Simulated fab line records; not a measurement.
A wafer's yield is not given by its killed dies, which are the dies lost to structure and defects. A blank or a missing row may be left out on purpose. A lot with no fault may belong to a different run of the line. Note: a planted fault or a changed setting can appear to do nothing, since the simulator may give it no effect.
Matching of chambers ; flow n5-finfet ; 4 sister chambers for N5_HKMG_FIN_ETCH_55 on rie-diel-02
The step etches SOC in N2/H2, target depth 240 nm, time 300 s. 4 wafers are shown with their chamber, then 9 later ones without.

EACH WAFER AND ITS CHAMBER
wafer;chamber;drypump-motor-current-A (A)
L087.5;1;5.9
L091.1;2;5.8
L091.2;3;5.9
L091.4;0;5.3

WAFERS WITH NO CHAMBER GIVEN
wafer;drypump-motor-current-A (A)
L092.1;5.9
L092.2;5.7
L092.3;5.3
L095.2;5.9
L095.5;5.9
L095.6;5.7
L096.3;5.7
L096.5;5.9
L096.6;5.7

THE CHAMBER EACH PASSED THROUGH
wafer;from the rows above;in truth
L092.1;can't be placed: 1 or 3 or 2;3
L092.2;can't be placed: 2 or 1 or 3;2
L092.3;0;0
L095.2;can't be placed: 1 or 3 or 2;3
L095.5;can't be placed: 1 or 3 or 2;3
L095.6;can't be placed: 2 or 1 or 3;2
L096.3;can't be placed: 2 or 1 or 3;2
L096.5;can't be placed: 1 or 3 or 2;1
L096.6;can't be placed: 2 or 1 or 3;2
Correct placement for 1 of the 9. Cannot be placed on the basis of these rows: 8; the candidates contain the true chamber in 8. Number placed wrongly: 0.
How it was worked out, from the rows above alone: a wafer's distance from a chamber is the root of the sum, over the readings, of the square of ((its reading less the chamber's mean) divided by the reading's scatter). If the next closest chamber is less than 2 further off than the closest, the wafer can't be placed; otherwise it belongs to the closest. Each chamber's mean is taken over the wafers shown for it. The scatter: with one shown wafer a chamber, the root of the mean of the squares of how far each hidden wafer lies from its nearest shown one.
